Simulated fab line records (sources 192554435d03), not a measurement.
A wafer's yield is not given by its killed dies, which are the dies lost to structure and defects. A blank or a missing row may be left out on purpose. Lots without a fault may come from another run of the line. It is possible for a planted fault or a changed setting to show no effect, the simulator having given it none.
fab line records	flow n5-finfet
[record] lots = 5	wafers = 15	last-day = 17
route steps=1938 shown BEOL_M4@1099 BEOL_M5@1112 BEOL_M8@1362 PASSIVATION@1936
lots with no fault: from the same line, run without faults
start-h: hours from the record's first day to the start of the lot's first wafer shown	wait-h: how many hours have passed since the lot's step before this one	" repeats the value in the row above	L1.1+2: a single row standing in for several wafers	- either no value or no given start	* or withheld: withheld	< > ~ a bound
route shown NAME@n: a module of which the file shows steps, and the number in the route of the first	usual: the fault-free wafers' mean and standard deviation	same: alike in all rows	chamber/n: place in a boat	sites: each site's reading	_std_site: how widely they spread, as a standard deviation	_edge_site: the outer-site mean with the inner-site mean subtracted	radius-mm: for every site, how far away it sits from the centre of the wafer	mask NAME#n: copy n	behind: the last tool/chamber to shape the wafer	hold: reason for holding the lot/hours on hold/outcome of the hold	device: whichever transistor did not switch (one of n, p or np)	end of line: the route-end tests of the same wafers	a step without rows: its recipe alone	killed: the dies lost at the first sort to structure and to defects; this is not the yield of the wafer	map: shows each die of a wafer: x if killed, . if not, _ if none is there
set.NAME: the setting the step ran with; set.NAME@STEP: the setting that earlier step ran with	model.NAME: the simulator's own value behind a step, which no gauge read
lots at some steps of the route; a table a step, a row a wafer
services: when a tool's chamber went out of use (start-h, in hours from the record's first day, below 0 if earlier), for how many hours, and the reason
[[steps]]
[step N5_BEOL_M4_ANNEAL_95]
[recipe] temp-c = 400	time-s = 240	ambient = vacuum
[step N5_BEOL_M4_SPUTTER_96]
[recipe] material = Cu	target-thk-a = 45	temp-c = -20	chamber-pressure-pa = 0.07	power-w = withheld	time-s = 8.29
[step N5_BEOL_M4_ECD_50]
[recipe] material = Cu	target-thk-a = 3000
[step N5_BEOL_M4_ANNEAL_51]
[recipe] temp-c = 225	time-s = 90	ambient = N2
[step N5_BEOL_M4_CMP_52]
[recipe] stop-on = SiOC	t-overpolish-s = 6.8	down-force-psi = 1	platen-rpm = 50	clearing-platen-down-force-psi = 1.5	clearing-platen-rpm = 50	post-cmp-clean = cu-alkaline	target-thk-nm = 40	clearing-platen-pad-velocity-m-s = 0.99484	pad-velocity-m-s = 0.99484
[step N5_BEOL_M4_PRE_CLEAN_60]
[recipe] gas = NH3/H2	time-s = 15	temp-c = *	rf-power-w = 300
[step N5_BEOL_M4_CO_CAP_55]
[recipe] material = Co	target-thk-a = 20	temp-c = 200	precursor = CCTBA/H2	pressure-torr = 30	time-s = 102.1
[step N5_BEOL_M4_PRE_CLEAN_56]
[recipe] gas = NH3	time-s = 15	temp-c = withheld	rf-power-w = 300
[step N5_BEOL_M4_DEP_57]
[recipe] material = SiCN	target-thk-a = 80	temp-c = withheld	precursor = 3MS/NH3	pressure-torr = 3	rf-w = 202	time-s = 14
[step N5_BEOL_M4_RC_MEAS_101]
[usual] DIBL_N = 36.4/1.5	DIBL_P = 36.6/1.9	IOFF_N = 0.155/0.021	IOFF_P = 0.211/0.028	ION_N = 671/8.6	ION_P = 462/5.8	SS_N = 71.5/0.5	SS_P = 73.4/0.58	VT_N = 250.1/2.4	VT_P = -250.1/3
lot.wafer	tool	chamber	start-h	wait-h	DIBL_N[mV/V]	DIBL_P[mV/V]	IOFF_N[nA/um]	IOFF_P[nA/um]	ION_N[uA/um]	ION_P[uA/um]	SS_N[mV/dec]	SS_P[mV/dec]	VT_N[mV]	VT_P[mV]
L634.4	prober-01	0	191.08	0.5	34.7	35.2	0.135	0.227	659	461	71.0	73.1	252.8	-248.1
L634.5	"	0	"	"	33.6	33.5	0.119	0.195	660	462	71.0	72.6	255.6	-248.2
L634.6	"	0	"	"	33.8	33.9	0.128	0.205	658	452	70.2	72.9	253.1	-251.0
L647.4	prober-02	0	278.42	0.5	36.5	39.2	0.179	0.239	677	466	71.5	73.3	249.6	-249.1
L647.5	"	0	"	"	35.6	37.8	0.161	0.225	674	464	71.4	73.4	250.0	-248.6
L647.6	"	0	"	"	35.2	37.0	0.158	0.206	676	462	71.6	73.3	249.0	-249.4
L648.3	prober-01	0	280.74	0.3	35.4	35.2	0.144	0.181	667	459	71.4	72.3	249.7	-251.8
L648.5	"	0	"	"	37.1	37.6	0.171	0.207	675	462	71.4	73.2	248.3	-250.1
L648.6	"	0	"	"	36.6	36.8	0.162	0.199	672	460	71.6	73.7	248.5	-251.7
L649.1	prober-01	0	283.95	0.0	37.1	38.6	0.172	0.229	689	473	72.1	74.1	248.8	-249.7
L649.3	"	0	"	"	35.8	36.7	0.145	0.197	674	465	71.0	73.8	250.3	-251.3
L649.5	"	0	"	"	36.2	36.7	0.147	0.193	671	456	71.8	73.7	249.4	-248.3
L652.1	prober-02	0	308.25	0.0	34.5	34.4	0.117	0.138	674	460	70.9	72.5	252.8	-259.8
L652.2	"	0	"	"	36.2	35.8	0.140	0.153	675	455	71.0	73.1	251.5	-257.3
L652.6	"	0	"	"	37.7	38.3	0.170	0.188	680	454	70.7	74.0	247.1	-252.9
[step N5_BEOL_M5_ILD_DEP_00]
[recipe] material = SiCOH_lowk	target-thk-a = 1406.4	temp-c = 300	precursor = DEMS/porogen	pressure-torr = 5	rf-w = 500	time-s = 25.9
[step N5_BEOL_M5_CURE_79]
[recipe] temp-c = 385	time-s = 240	ambient = He/Ar	material = SiCOH_lowk
[step N5_BEOL_M5_PECVD_70]
[recipe] material = SiO2	target-thk-a = 160	temp-c = 400	precursor = TEOS/O2	pressure-torr = 5.5	rf-w = 450	teos-flow-sccm = 53.8	gas = O2	flow-sccm = 3000	time-s = 18
[step N5_BEOL_M5_HM_DEP_02]
[recipe] material = TiN	target-thk-a = 200	temp-c = 25	chamber-pressure-pa = 0.49996
[step N5_BEOL_M5_COAT_59]
[recipe] resist = SOC	temp-c = 250	time-s = 60	spin-rpm = 1500	resist-thk-nm = 60
[step N5_BEOL_M5_COAT_60]
[recipe] resist = SiARC	temp-c = 220	time-s = 60	spin-rpm = 1500	resist-thk-nm = 12
[step N5_BEOL_M5_COAT_71]
[recipe] resist = underlayer	temp-c = 205	time-s = 60	spin-rpm = 1500	resist-thk-nm = 5
[step N5_BEOL_M5_COAT_05]
[recipe] resist = CAR-EUV	spin-rpm = 1500	resist-thk-nm = 30
[step N5_BEOL_M5_EBR_07]
[recipe] solvent = PGMEA	ebr-width-mm = 1.5
[step N5_BEOL_M5_SOFTBAKE_06]
[recipe] temp-c = 110	time-s = 60	resist = CAR-EUV
[step N5_BEOL_M5_EXPOSE_08]
[recipe] mask-id = M5	na = 0.33	source-shape = annular	sigma-inner = 0.4	sigma-outer = 0.8	polarization = unpolarized	target-cd-nm = 28	dose-mj = 35.75
[step N5_BEOL_M5_PEB_09]
[recipe] peb-temp-c = 100	peb-time-s = 60	resist = CAR-EUV
[step N5_BEOL_M5_DEVELOP_10]
[recipe] develop-time-s = 30	developer = TMAH	resist = CAR-EUV	rinse-liquid = surfactant-rinse	dry = air-spin	dev-temp-c = 23
[step N5_BEOL_M5_DESCUM_16]
[recipe] chemistry = O2	time-s = 7	source-power-w = 50	bias-power-w = 20	pressure-mtorr = 20	rf-frequency-hz = 2.712e+07	temp-c = 40	resist = CAR-EUV	o2-flow-sccm = 225
[step N5_BEOL_M5_ETCH_72]
[recipe] chemistry = N2/H2	target = underlayer	target-depth-a = 65	mask-material = CAR-EUV	time-s = 5.2	ion-energy-ev = 200	pressure-mtorr = 30	source-w = 840	bias-w = 150	n2-flow-sccm = 200	h2-flow-sccm = 200	ends = cleared
[step N5_BEOL_M5_ETCH_61]
[recipe] chemistry = CF4	target = SiARC	target-depth-a = 156	mask-material = CAR-EUV	time-s = 26	ion-energy-ev = 80	pressure-mtorr = 40	source-w = 545	bias-w = 36	Ar_flow_sccm = 100	cf4-flow-sccm = 100	ends = cleared
[step N5_BEOL_M5_ETCH_62]
[recipe] chemistry = N2/H2	target = SOC	target-depth-a = 750	overetch-a = 150	mask-material = SiARC	temp-c = 40	time-s = 112.5	ion-energy-ev = 200	pressure-mtorr = 30	source-w = 840	bias-w = 150	n2-flow-sccm = 200	h2-flow-sccm = 200
[step N5_BEOL_M5_STRIP_63]
[recipe] chemistry = N2/H2	temp-c = 40	n2-flow-sccm = 200	h2-flow-sccm = 200	rf-frequency-hz = 6e+07
[step N5_BEOL_M5_STRIP_73]
[recipe] chemistry = N2/H2	temp-c = 40	n2-flow-sccm = 200	h2-flow-sccm = 200	rf-frequency-hz = 6e+07
[step N5_BEOL_M5_STRIP_64]
[recipe] chemistry = CF4	resist = SiARC	power-w = 300	bias-power-w = 75	pressure-mtorr = 50	cf4-flow-sccm = 150	rf-frequency-hz = 6e+07
[step N5_BEOL_M5_HM_OPEN_17]
[recipe] chemistry = Cl2/BCl3	target-depth-a = 200	overetch-a = 60	target = TiN	mask-material = SOC	ion-energy-ev = 150	pressure-mtorr = 10	icp-w = 1000	bias-w = 126	Cl2_flow_sccm = 53.25	bcl3-flow-sccm = 21.75	Ar_flow_sccm = 25
[step N5_BEOL_M5_STRIP_19]
[recipe] chemistry = O2	power-w = 400	temp-c = 40	pressure-mtorr = 30	rf-frequency-hz = 6e+07	bias-power-w = 0	overash-fraction = 0.2	o2-flow-sccm = 225
[step N5_BEOL_M5_COAT_65]
[recipe] resist = SOC	temp-c = 250	time-s = 60	spin-rpm = 1500	resist-thk-nm = 60
[step N5_BEOL_M5_COAT_66]
[recipe] resist = SiARC	temp-c = 220	time-s = 60	spin-rpm = 1500	resist-thk-nm = 12
[step N5_BEOL_M8_EXPOSE_25]
[recipe] mask-id = V7	na = 0.33	source-shape = annular	sigma-inner = 0.4	sigma-outer = 0.8	polarization = unpolarized	target-cd-nm = 40	dose-mj = 42.5
[same] sigma-inner = 0.4
lot.wafer	tool	chamber	start-h	wait-h	mask
L634.4+5+6	euv-scanner-02	0	224.91	-	V7#0
L647.4+5+6	euv-scanner-02	0	314.84	-	V7#0
L648.3+5+6	euv-scanner-02	0	315.60	-	V7#0
L649.1+3+5	euv-scanner-02	0	319.39	-	V7#0
L652.1+2+6	euv-scanner-01	0	340.60	-	V7#0
[step N5_BEOL_M8_CD_MEAS_28]
[recipe] target-cd-nm = 40	landing-energy-ev = 500	detector = se-inlens
[usual] cd-nm = 39.95/0.22
lot.wafer	tool	chamber	start-h	wait-h	cd-nm
L634.4	cd-sem-03	0	225.03	-	40.32
L634.5	"	0	"	"	40.35
L634.6	"	0	"	"	40.28
L647.4	cd-sem-01	0	314.95	-	32.98
L647.5	"	0	"	"	39.72
L647.6	"	0	"	"	33.78
L648.3	cd-sem-03	0	315.72	-	32.60
L648.5	"	0	"	"	40.12
L648.6	"	0	"	"	31.79
L649.1	cd-sem-02	0	319.52	-	39.83
L649.3	"	0	"	"	34.20
L649.5	"	0	"	"	39.46
L652.1	cd-sem-01	0	340.73	-	39.96
L652.2	"	0	"	"	39.97
L652.6	"	0	"	"	40.10
[step N5_BEOL_M8_DESCUM_33]
[recipe] chemistry = O2	time-s = 7	source-power-w = 50	bias-power-w = 20	pressure-mtorr = 20	rf-frequency-hz = 2.712e+07	temp-c = 40	resist = CAR-EUV	o2-flow-sccm = 225
[usual] drypump-motor-current-A = 5.6/0.49	oes-product-au = 0.81/0.087	rf-vpp-V = 243.1/1.3	showerhead-plenum-p-Torr = 2.09/0.066	throttle-valve-pct = 20.39/0.2
lot.wafer	tool	chamber	start-h	wait-h	drypump-motor-current-A	oes-product-au	rf-hours-counter-h	rf-vpp-V	showerhead-plenum-p-Torr	throttle-valve-pct	model.BEOL_M8.cd-nm
L634.4	rie-diel-01	0	225.63	0.5	5.4	0.91	26	243.9	2.14	20.67	40.2
L634.5	"	2	"	"	5.5	0.71	-	242.0	2.07	20.28	40
L634.6	"	1	"	"	4.8	0.88	-	243.3	2.04	20.07	40.2
L647.4	rie-diel-01	3	315.10	0.1	5.8	0.83	80	244.0	2.12	20.43	33
L647.5	"	1	"	"	4.8	0.83	-	242.8	2.02	20.13	39.8
L647.6	"	2	"	"	5.5	0.69	-	243.4	2.06	20.34	33.6
L648.3	rie-diel-04	1	315.84	0.0	5.6	0.94	7	242.9	2.05	20.09	31.8
L648.5	"	3	"	"	5.6	0.70	-	240.7	1.97	20.25	40
L648.6	"	0	"	"	5.6	0.89	-	243.5	2.05	20.58	31.8
L649.1	rie-diel-04	3	319.64	0.0	5.6	0.70	246	243.4	1.97	20.26	40
L649.3	"	0	"	"	5.6	0.89	36	243.7	2.05	20.59	34.2
L649.5	"	3	"	"	5.6	0.70	-	240.8	1.97	20.25	40
L652.1	rie-diel-04	0	340.85	0.0	5.6	0.87	43	243.1	2.05	20.60	40.2
L652.2	"	1	"	"	5.6	0.92	15	243.0	2.05	20.10	40
L652.6	"	1	"	"	5.6	0.93	-	242.7	2.05	20.10	40
[step N5_BEOL_M8_VIA_ETCH_34]
[recipe] chemistry = C4F6/O2	target = SiCOH_lowk	target-depth-a = 1255	mask-material = SOC	taper-deg = 4	time-s = 50.5	ion-energy-ev = 250	pressure-mtorr = 30	source-w = 345	bias-w = 185	Ar_flow_sccm = 300	C4F6_flow_sccm = 10	O2_flow_sccm = 10
[usual] drypump-motor-current-A = 5.6/0.49	oes_ar_750_au = 0.81/0.081	oes-product-au = 0.81/0.086	rf-vpp-V = 661/4.3	showerhead-plenum-p-Torr = 2.84/0.081	throttle-valve-pct = 20.87/0.18
lot.wafer	tool	chamber	start-h	wait-h	drypump-motor-current-A	oes_ar_750_au	oes-product-au	rf-hours-counter-h	rf-vpp-V	showerhead-plenum-p-Torr	throttle-valve-pct	model.BEOL_M8.cd-nm
L634.4	rie-diel-01	0	225.81	0.0	5.3	0.90	0.92	26	663	2.91	21.10	40.4
L634.5	"	2	"	"	5.5	0.71	0.71	-	665	2.84	20.83	40.4
L634.6	"	1	"	"	4.9	0.87	0.87	-	653	2.78	20.60	40.4
L647.4	rie-diel-01	3	315.28	0.0	5.8	0.83	0.83	80	657	2.87	20.78	33
L647.5	"	1	"	"	4.9	0.83	0.83	-	654	2.77	20.64	40
L647.6	"	2	"	"	5.5	0.69	0.69	-	665	2.82	20.87	33.6
L648.3	rie-diel-04	1	316.02	0.0	5.6	0.94	0.95	7	662	2.79	20.53	32
L648.5	"	3	"	"	5.6	0.70	0.70	-	663	2.69	20.71	40
L648.6	"	0	"	"	5.6	0.88	0.88	-	658	2.80	21.09	32
L649.1	rie-diel-04	3	319.82	0.0	5.6	0.71	0.70	246	664	2.69	20.71	40.2
L649.3	"	0	"	"	5.6	0.88	0.87	36	660	2.80	21.07	34.4
L649.5	"	3	"	"	5.6	0.71	0.70	-	663	2.69	20.71	40
L652.1	rie-diel-04	0	341.03	0.0	5.6	0.86	0.86	43	660	2.80	21.08	40.2
L652.2	"	1	"	"	5.6	0.92	0.91	15	662	2.79	20.53	40.2
L652.6	"	1	"	"	5.6	0.91	0.91	-	662	2.79	20.52	40.2
[step N5_PASSIVATION_PROBE_49]
[usual] defect-limited-yield = 91.5/1.4	killed_at_M0_to_M3 = 33/10	killed_at_M4_up = 13/5	killed-at-contacts = 13/5.6	killed-at-front-end = 38/12	killed-at-other = 3.9/2.7	killed-dies = 100/16	killed-on-rim = 13/4	killed-open = 66/13	killed-short = 32/7.2	sort_bin_5_function = 5.0/0.97	sort_bin_6_memory = 3.2/0.61	sort-n-pass = 1080/16	sort-yield-pct = 91.5/1.4
[same] gross-dies = 1180	killed-at-back-side = 0	sort_bin_4_leakage[%] = 0	sort_bin_8_speed[%] = 0
lot.wafer	tool	chamber	start-h	wait-h	defect-limited-yield[%]	killed_at_M0_to_M3	killed_at_M4_up	killed-at-contacts	killed-at-front-end	killed-at-other	killed-dies	killed-on-rim	killed-open	killed-short	sort_bin_5_function[%]	sort_bin_6_memory[%]	sort-n-pass	sort-yield-pct[%]
L647.4	prober-01	-	382.95	0.2	0	29	1112	7	26	6	1180	152	57	31	4.5	3.0	0	0
L647.5	prober-01	-	383.00	0.2	91.5	25	10	13	47	5	100	17	62	38	5.0	3.3	1080	91.5
L647.6	prober-01	-	383.05	0.3	0	31	1095	10	38	6	1180	152	53	41	5.3	3.3	0	0
L649.3	prober-01	-	387.37	0.1	0	41	1098	14	27	0	1180	152	64	33	38.8	4.0	0	0
L648.3	prober-02	-	392.48	0.1	0	41	1080	10	46	3	1180	152	78	39	6.4	3.8	0	0
L648.6	prober-02	-	392.63	0.3	0	37	1087	17	35	4	1180	152	65	32	5.8	3.1	0	0
// killed by level:class
L647.4 BEOL_M8:area-expose=1090 BEOL_M4:geometric-particle:open=10 FIN_SAQP:geometric-particle:open=9 BEOL_M0_SAQP:geometric-particle:short=7 FIN_SAQP:geometric-particle:short=6 BEOL_M5:geometric-particle:open=5 MOL_CONTACT_COAG:geometric-particle:open=5 BEOL_M0_SAQP:geometric-particle:open=5
L647.5 STI_FIN_REVEAL:geometric-particle:open=13 MOL_CONTACT_COAG:geometric-particle:open=11 FIN_SAQP:geometric-particle:short=8 FIN_SAQP:geometric-particle:open=7 BEOL_M2:geometric-particle:open=6 BEOL_M0_SAQP:geometric-particle:short=6 BEOL_M1:geometric-particle:open=6 ILD0:geometric-particle:short=4
L647.6 BEOL_M8:area-expose=1081 BEOL_M1:geometric-particle:open=13 FIN_SAQP:geometric-particle:short=8 STI_FIN_REVEAL:geometric-particle:open=7 MOL_CONTACT_COAG:geometric-particle:open=7 GATE_CUT:geometric-particle:short=6 BEOL_M0_SAQP:geometric-particle:short=5 STI_FIN_REVEAL:geometric-particle:short=4
L649.3 BEOL_M8:area-expose=1082 BEOL_M4:geometric-particle:open=15 MOL_CONTACT_COAG:geometric-particle:open=11 BEOL_M2:geometric-particle:open=9 BEOL_M0_SAQP:geometric-particle:open=9 FIN_SAQP:geometric-particle:short=7 GATE_CUT:geometric-particle:short=6 BEOL_M0_SAQP:geometric-particle:short=6
L648.3 BEOL_M8:area-expose=1060 BEOL_M1:geometric-particle:open=11 STI_FIN_REVEAL:geometric-particle:open=10 BEOL_M0_SAQP:geometric-particle:open=10 FIN_SAQP:geometric-particle:short=9 MOL_CONTACT_COAG:geometric-particle:open=9 BEOL_M4:geometric-particle:open=8 BEOL_M0_SAQP:geometric-particle:short=7
L648.6 BEOL_M8:area-expose=1081 MOL_CONTACT_COAG:geometric-particle:open=12 BEOL_M0_SAQP:geometric-particle:open=12 BEOL_M1:geometric-particle:open=11 FIN_SAQP:geometric-particle:open=10 FIN_SAQP:geometric-particle:short=10 STI_FIN_REVEAL:geometric-particle:open=5 MOL_CONTACT_COAG:geometric-particle:short=5
// map L647.4 (x killed, . not)
_________________xxxxxxxxxxxx________________
______________xxxxxxxxxxxxxxxxxx_____________
___________xxxxxxxxxxxxxxxxxxxxxxxx__________
__________xxxxxxxxxxxxxxxxxxxxxxxxxx_________
________xxxxxxxxxxxxxxxxxxxxxxxxxxxxxx_______
_______xxxxxxxxxxxxxxxxxxxxxxxxxxxxxxxx______
______xxxxxxxxxxxxxxxxxxxxxxxxxxxxxxxxxx_____
_____xxxxxxxxxxxxxxxxxxxxxxxxxxxxxxxxxxxx____
____xxxxxxxxxxxxxxxxxxxxxxxxxxxxxxxxxxxxxx___
___xxxxxxxxxxxxxxxxxxxxxxxxxxxxxxxxxxxxxxxx__
___xxxxxxxxxxxxxxxxxxxxxxxxxxxxxxxxxxxxxxxx__
__xxxxxxxxxxxxxxxxxxxxxxxxxxxxxxxxxxxxxxxxxx_
__xxxxxxxxxxxxxxxxxxxxxxxxxxxxxxxxxxxxxxxxxx_
_xxxxxxxxxxxxxxxxxxxxxxxxxxxxxxxxxxxxxxxxxxxx
_xxxxxxxxxxxxxxxxxxxxxxxxxxxxxxxxxxxxxxxxxxxx
_xxxxxxxxxxxxxxxxxxxxxxxxxxxxxxxxxxxxxxxxxxxx
_xxxxxxxxxxxxxxxxxxxxxxxxxxxxxxxxxxxxxxxxxxxx
_xxxxxxxxxxxxxxxxxxxxxxxxxxxxxxxxxxxxxxxxxxxx
_xxxxxxxxxxxxxxxxxxxxxxxxxxxxxxxxxxxxxxxxxxxx
_xxxxxxxxxxxxxxxxxxxxxxxxxxxxxxxxxxxxxxxxxxxx
_xxxxxxxxxxxxxxxxxxxxxxxxxxxxxxxxxxxxxxxxxxxx
__xxxxxxxxxxxxxxxxxxxxxxxxxxxxxxxxxxxxxxxxxx_
__xxxxxxxxxxxxxxxxxxxxxxxxxxxxxxxxxxxxxxxxxx_
___xxxxxxxxxxxxxxxxxxxxxxxxxxxxxxxxxxxxxxxx__
___xxxxxxxxxxxxxxxxxxxxxxxxxxxxxxxxxxxxxxxx__
____xxxxxxxxxxxxxxxxxxxxxxxxxxxxxxxxxxxxxx___
_____xxxxxxxxxxxxxxxxxxxxxxxxxxxxxxxxxxxx____
______xxxxxxxxxxxxxxxxxxxxxxxxxxxxxxxxxx_____
_______xxxxxxxxxxxxxxxxxxxxxxxxxxxxxxxx______
________xxxxxxxxxxxxxxxxxxxxxxxxxxxxxx_______
__________xxxxxxxxxxxxxxxxxxxxxxxxxx_________
___________xxxxxxxxxxxxxxxxxxxxxxxx__________
______________xxxxxxxxxxxxxxxxxx_____________
_________________xxxxxxxxxxxx________________
// map L648.3 (x killed, . not)
_________________xxxxxxxxxxxx________________
______________xxxxxxxxxxxxxxxxxx_____________
___________xxxxxxxxxxxxxxxxxxxxxxxx__________
__________xxxxxxxxxxxxxxxxxxxxxxxxxx_________
________xxxxxxxxxxxxxxxxxxxxxxxxxxxxxx_______
_______xxxxxxxxxxxxxxxxxxxxxxxxxxxxxxxx______
______xxxxxxxxxxxxxxxxxxxxxxxxxxxxxxxxxx_____
_____xxxxxxxxxxxxxxxxxxxxxxxxxxxxxxxxxxxx____
____xxxxxxxxxxxxxxxxxxxxxxxxxxxxxxxxxxxxxx___
___xxxxxxxxxxxxxxxxxxxxxxxxxxxxxxxxxxxxxxxx__
___xxxxxxxxxxxxxxxxxxxxxxxxxxxxxxxxxxxxxxxx__
__xxxxxxxxxxxxxxxxxxxxxxxxxxxxxxxxxxxxxxxxxx_
__xxxxxxxxxxxxxxxxxxxxxxxxxxxxxxxxxxxxxxxxxx_
_xxxxxxxxxxxxxxxxxxxxxxxxxxxxxxxxxxxxxxxxxxxx
_xxxxxxxxxxxxxxxxxxxxxxxxxxxxxxxxxxxxxxxxxxxx
_xxxxxxxxxxxxxxxxxxxxxxxxxxxxxxxxxxxxxxxxxxxx
_xxxxxxxxxxxxxxxxxxxxxxxxxxxxxxxxxxxxxxxxxxxx
_xxxxxxxxxxxxxxxxxxxxxxxxxxxxxxxxxxxxxxxxxxxx
_xxxxxxxxxxxxxxxxxxxxxxxxxxxxxxxxxxxxxxxxxxxx
_xxxxxxxxxxxxxxxxxxxxxxxxxxxxxxxxxxxxxxxxxxxx
_xxxxxxxxxxxxxxxxxxxxxxxxxxxxxxxxxxxxxxxxxxxx
__xxxxxxxxxxxxxxxxxxxxxxxxxxxxxxxxxxxxxxxxxx_
__xxxxxxxxxxxxxxxxxxxxxxxxxxxxxxxxxxxxxxxxxx_
___xxxxxxxxxxxxxxxxxxxxxxxxxxxxxxxxxxxxxxxx__
___xxxxxxxxxxxxxxxxxxxxxxxxxxxxxxxxxxxxxxxx__
____xxxxxxxxxxxxxxxxxxxxxxxxxxxxxxxxxxxxxx___
_____xxxxxxxxxxxxxxxxxxxxxxxxxxxxxxxxxxxx____
______xxxxxxxxxxxxxxxxxxxxxxxxxxxxxxxxxx_____
_______xxxxxxxxxxxxxxxxxxxxxxxxxxxxxxxx______
________xxxxxxxxxxxxxxxxxxxxxxxxxxxxxx_______
__________xxxxxxxxxxxxxxxxxxxxxxxxxx_________
___________xxxxxxxxxxxxxxxxxxxxxxxx__________
______________xxxxxxxxxxxxxxxxxx_____________
_________________xxxxxxxxxxxx________________
[[services]]
tool	chamber	start-h	hours	kind
rie-diel-04	0	204.28	-	clean
rie-diel-04	0	204.28	-	consumable-replace:focus-ring
rie-diel-04	0	204.28	17.3	scheduled-down
rie-diel-04	0	204.28	17.3	vent-cycle
euv-scanner-02	-	212.96	1.0	pm
rie-diel-04	1	217.32	5.2	repair
euv-scanner-01	-	219.89	1.0	pm
euv-scanner-01	-	260.61	12.0	pm
rie-diel-04	0	265.68	8.2	repair
euv-scanner-02	-	272.61	1.0	pm
euv-scanner-01	-	276.04	1.0	pm
euv-scanner-02	-	278.69	4.6	pm
rie-diel-04	1	282.28	-	clean
rie-diel-04	1	282.28	-	consumable-replace:focus-ring
rie-diel-04	1	282.28	15.7	scheduled-down
rie-diel-04	1	282.28	15.7	vent-cycle
euv-scanner-01	-	287.04	4.6	pm
rie-diel-04	2	302.97	9.8	repair
euv-scanner-01	-	313.58	17.3	pm
euv-scanner-01	-	330.88	5.8	pm
rie-diel-04	3	333.62	-	clean
rie-diel-04	3	333.62	-	consumable-replace:focus-ring
euv-scanner-02	-	336.66	1.0	pm
euv-scanner-01	-	337.67	1.0	pm
[[key]]
[first-sign] step = N5_BEOL_M8_CD_MEAS_28	reading = cd-nm	direction = down	sigmas = 31	usual = 39.95	struck = 33.07
[effect] step = N5_PASSIVATION_PROBE_49	reading = killed_at_M4_up	direction = up	sigmas = 99+	usual = 13	struck = 1094
[model-effect] step = N5_BEOL_M8_DESCUM_33	value = BEOL_M8.cd-nm	without = 40	struck = 32.88
[model-effect] step = N5_BEOL_M8_VIA_ETCH_34	value = BEOL_M8.cd-nm	without = 40.08	struck = 33
[more-kills-born-at] N5_BEOL_M8_EXPOSE_25@euv-scanner-02 = 5394
met-at N5_BEOL_M8_EXPOSE_25
struck-wafers L647.4,L647.6,L648.3,L648.6,L649.3
later-rows-left-out L647.4,L647.6,L648.3,L648.6,L649.3
onset-between 224.91 314.84
[fault] kind = process-parameter-drift	tool = euv-scanner-02	chamber = -	onset-h = 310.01	steps = N5_BEOL_M8_EXPOSE_25	channel = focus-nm	offset = 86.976	shape = step	end-h = 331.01	scope = struck-wafers-only
// later-rows-left-out: the simulator's readings of these wafers behind a module that went badly wrong aren't trusted and aren't shown, but for the sort
